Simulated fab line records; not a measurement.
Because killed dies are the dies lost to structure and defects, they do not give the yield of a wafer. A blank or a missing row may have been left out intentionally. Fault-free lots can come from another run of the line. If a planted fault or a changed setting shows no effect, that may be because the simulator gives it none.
Split-lot experiment :: flow n5Finfet :: 7 lots, 21 wafers read, on a route of 1938 steps

ABOUT THE SPLIT
At N5_BEOL_M7_EXPOSE_25 (exposes mask V6, target cd 40 nm), the setting doseMj was moved away from the recipe's 42.5 on 4 of the 21 wafers read, by -4.4% to +6.9%. All remaining wafers had this setting at the recipe value.

FROM THE SPLIT TO THE READING: what the file shows between them, 2 steps
- N5_BEOL_M7_PEB_26: peb time 60 s
- N5_BEOL_M7_DEVELOP_27: develop time 30 s

THE READING
cdNm (nm) at N5_BEOL_M7_CD_MEAS_28, where the cd target is 40 nm. On this fab line, fault-free wafers typically give 40.03 nm with a standard deviation of 0.23 nm.

wafer: L075.1
tool, chamber at the split: euvScanner-01, 0
doseMj as run: 42.5
against the recipe: recipe
cdNm, nm: 39.59
against lot-mates on the recipe: -

wafer: L075.4
tool, chamber at the split: euvScanner-01, 0
doseMj as run: 42.5
against the recipe: recipe
cdNm, nm: 39.87
against lot-mates on the recipe: -

wafer: L075.5
tool, chamber at the split: euvScanner-01, 0
doseMj as run: 42.5
against the recipe: recipe
cdNm, nm: 39.85
against lot-mates on the recipe: -

wafer: L077.4
tool, chamber at the split: euvScanner-02, 0
doseMj as run: 42.5
against the recipe: recipe
cdNm, nm: 39.68
against lot-mates on the recipe: -

wafer: L077.5
tool, chamber at the split: euvScanner-02, 0
doseMj as run: 45.45
against the recipe: +6.9%
cdNm, nm: 41.33
against lot-mates on the recipe: +1.41

wafer: L077.6
tool, chamber at the split: euvScanner-02, 0
doseMj as run: 42.5
against the recipe: recipe
cdNm, nm: 40.16
against lot-mates on the recipe: -

wafer: L079.1
tool, chamber at the split: euvScanner-02, 0
doseMj as run: 42.5
against the recipe: recipe
cdNm, nm: 39.82
against lot-mates on the recipe: -

wafer: L079.4
tool, chamber at the split: euvScanner-02, 0
doseMj as run: 44.31
against the recipe: +4.3%
cdNm, nm: 40.80
against lot-mates on the recipe: +0.98

wafer: L079.6
tool, chamber at the split: euvScanner-02, 0
doseMj as run: 44.31
against the recipe: +4.3%
cdNm, nm: 40.82
against lot-mates on the recipe: +1.00

wafer: L082.3
tool, chamber at the split: euvScanner-01, 0
doseMj as run: 42.5
against the recipe: recipe
cdNm, nm: 40.03
against lot-mates on the recipe: -

wafer: L082.4
tool, chamber at the split: euvScanner-01, 0
doseMj as run: 42.5
against the recipe: recipe
cdNm, nm: 39.89
against lot-mates on the recipe: -

wafer: L082.5
tool, chamber at the split: euvScanner-01, 0
doseMj as run: 40.65
against the recipe: -4.4%
cdNm, nm: 39.33
against lot-mates on the recipe: -0.63

wafer: L085.3
tool, chamber at the split: euvScanner-02, 0
doseMj as run: 42.5
against the recipe: recipe
cdNm, nm: 39.72
against lot-mates on the recipe: -

wafer: L085.5
tool, chamber at the split: euvScanner-02, 0
doseMj as run: 42.5
against the recipe: recipe
cdNm, nm: 40.05
against lot-mates on the recipe: -

wafer: L085.6
tool, chamber at the split: euvScanner-02, 0
doseMj as run: 42.5
against the recipe: recipe
cdNm, nm: 40.14
against lot-mates on the recipe: -

wafer: L086.2
tool, chamber at the split: euvScanner-01, 0
doseMj as run: 42.5
against the recipe: recipe
cdNm, nm: 39.72
against lot-mates on the recipe: -

wafer: L086.4
tool, chamber at the split: euvScanner-01, 0
doseMj as run: 42.5
against the recipe: recipe
cdNm, nm: 40.12
against lot-mates on the recipe: -

wafer: L086.6
tool, chamber at the split: euvScanner-01, 0
doseMj as run: 42.5
against the recipe: recipe
cdNm, nm: 40.19
against lot-mates on the recipe: -

wafer: L092.3
tool, chamber at the split: euvScanner-01, 0
doseMj as run: 42.5
against the recipe: recipe
cdNm, nm: 39.88
against lot-mates on the recipe: -

wafer: L092.4
tool, chamber at the split: euvScanner-01, 0
doseMj as run: 42.5
against the recipe: recipe
cdNm, nm: 40.24
against lot-mates on the recipe: -

wafer: L092.5
tool, chamber at the split: euvScanner-01, 0
doseMj as run: 42.5
against the recipe: recipe
cdNm, nm: 39.93
against lot-mates on the recipe: -

THE FIT
A straight line over all 21 wafers: cdNm changes by +0.189 nm for each +1% of doseMj; r = +0.92; the points scatter about the line by 0.19 nm.
The same after taking each lot's own level away (the mean of its wafers on the recipe; 21 wafers): +0.2 nm for each +1%; r = +0.94; scatter 0.17 nm.
The reading moves by 1.4 nm for the largest change in doseMj, on that fit.
Across the lots, their own levels run from 39.770 to 40.017 nm, a range of 1.1 times the standard deviation given above.
The two slopes are in agreement: the lot-to-lot level therefore moves the slope only a little.
Check: +1.42 nm against its lot-mates is what the line predicts for one of the wafers moved furthest among these (+6.9%) when that wafer is left out of the fit. Against them it came out at +1.41 nm.

THE WHOLE CHAIN: every reading that the file lists as answering this split, in the file's order
step: N5_BEOL_M7_CD_MEAS_28
what it does: target cd 40 nm
reading: cdNm
change (the file's fit): +0.195 nm for each +1% of the setting
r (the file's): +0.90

step: N5_BEOL_M7_DESCUM_33
what it does: chemistry O2, time 7 s
reading: BEOL_M7.cdNm (the simulator's own value, which no gauge read)
change (the file's fit): +0.17 nm for each +1% of the setting
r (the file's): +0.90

step: N5_BEOL_M7_ETCH_65
what it does: etches SiARC in CF4, target depth 15.6 nm, time 26 s
reading: BEOL_M7.cdNm (the simulator's own value, which no gauge read)
change (the file's fit): +0.191 nm for each +1% of the setting
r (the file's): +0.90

THE FILE'S OWN FIT
cdNm changes by +0.195 nm for each +1% of doseMj, r = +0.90.
